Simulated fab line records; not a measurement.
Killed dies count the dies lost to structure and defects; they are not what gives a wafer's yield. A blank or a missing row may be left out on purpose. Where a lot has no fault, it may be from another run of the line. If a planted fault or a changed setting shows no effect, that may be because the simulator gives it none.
Struck lot and sound lot, side by side / flow nand_harc / 13 out of 1302 route steps
Sound: these wafers, L835.1, L835.4, L835.6. The struck wafers were L853.1, L853.4, L853.5. The cause is named last.
At each step with rows: each side's tool, then ch and its chambers, then its first start. Under that, the readings that differ: sound wafers / struck wafers / difference of the means / sigmas: that difference in standard deviations of wafers without a fault.
alike: same words and numbers on both sides, and readings whose means sit less than 2 such deviations apart. not compared: any withheld reading, any reading some wafer has no value for, any bound like >300 that may hide the same value, and any number with overlapping values for which the record gives no deviation.
A row with sigmas, a row that says differs or no value, or rows on one side alone: a step with any of these is where the two part. When numbers do not overlap yet have no deviation, they are printed without sigmas and do not part them. A reading that every wafer of one side lacks parts them only if that side has two wafers or more.

NHARC_A_CHANNEL_FILL_D1_ETCHBACK_20: etches the open film in C4F8/O2/Ar, target depth 27 nm, time 13.5 s.
  sound on rie_diel-09 ch 0,3, day 11 04:52; struck on rie_diel-13 ch 1,2,3, day 18 12:40
  alike: oes_product_au, rf_vpp_V
  not compared: rf_hours_counter_h
NHARC_A_CHANNEL_FILL_D1_STRIP_28: strips in O2, time 20 s.
  sound on rie_diel-09 ch 1,3, day 11 04:57; struck on rie_diel-13 ch 1,3, day 18 12:44
  alike: drypump_motor_current_A, mfc_ar_sccm, oes_product_au, rf_vpp_V, showerhead_plenum_p_Torr, throttle_valve_pct
  not compared: rf_hours_counter_h
then, 4 steps without rows for these wafers: NHARC_A_CHANNEL_FILL_D1_PRECLEAN_21 (cleans in dHF, time 30 s); NHARC_A_CHANNEL_FILL_D1_SRD_23; NHARC_A_CHANNEL_FILL_D1_CVD_05 (deposits poly-Si, target thk 5 nm); NHARC_A_CHANNEL_FILL_D1_ANNEAL_22 (time 7200 s).
NHARC_A_CHANNEL_FILL_D1_ALD_25: deposits SiOx, target thk 60 nm, pulse time 10 s, ald cycles 600.
  sound on ald_hk-03 ch 0,2, day 11 16:51; struck on ald_hk-03 ch 1,2,3, day 18 22:38
reading=heater_power_w (W); sound=406 454 415; struck=494 572 455; difference=+82; sigmas=+2
  alike: precursor_pulse_height_rel
NHARC_A_CHANNEL_FILL_D1_ETCHBACK_08: etches the open film in C4F8, target depth 220 nm, time 110 s.
  sound on rie_diel-13 ch 0,1; struck on rie_diel-13 ch 0,1,2
  alike: oes_product_au, rf_vpp_V
  not compared: rf_hours_counter_h
NHARC_A_CHANNEL_FILL_D1_STRIP_29: strips in O2, time 20 s.
  sound on rie_diel-13 ch 0,3; struck on rie_diel-13 ch 0,1,3
  alike: drypump_motor_current_A, mfc_ar_sccm, oes_product_au, rf_vpp_V, showerhead_plenum_p_Torr, throttle_valve_pct
  not compared: rf_hours_counter_h
then, 2 steps without rows for these wafers: NHARC_A_CHANNEL_FILL_D1_PRECLEAN_30 (cleans in dHF, time 30 s); NHARC_A_CHANNEL_FILL_D1_SRD_31.
NHARC_A_CHANNEL_FILL_D1_CVD_09: deposits poly-Si, target thk 150 nm, time 3000 s.
  struck on lpcvd_poly-04, day 19 06:04; sound on lpcvd_poly-03 ch 0, day 12 01:08
  no value came back on the struck wafers for pressure_mtorr (mTorr), run_length_s (s), spike_tc_centre_C (C); on the sound wafers pressure_mtorr (mTorr) reads 200.0 199.5 199.8
NHARC_A_CHANNEL_FILL_D1_CMP_10: polishes, target thk 150 nm.
  sound on cmp-02 ch 1,2,3, day 12 04:19; struck on cmp-03 ch 0,3, day 19 09:16
reading=time_to_endpoint_s (s); sound=15 14 18; struck=4 5 7; difference=-10; sigmas=-3
  alike: motor_current_A

WHERE THEY PART
At NHARC_A_CHANNEL_FILL_D1_ALD_25 first; at NHARC_A_CHANNEL_FILL_D1_CMP_10 last (within this record only).

WHY: the cause the simulator had injected
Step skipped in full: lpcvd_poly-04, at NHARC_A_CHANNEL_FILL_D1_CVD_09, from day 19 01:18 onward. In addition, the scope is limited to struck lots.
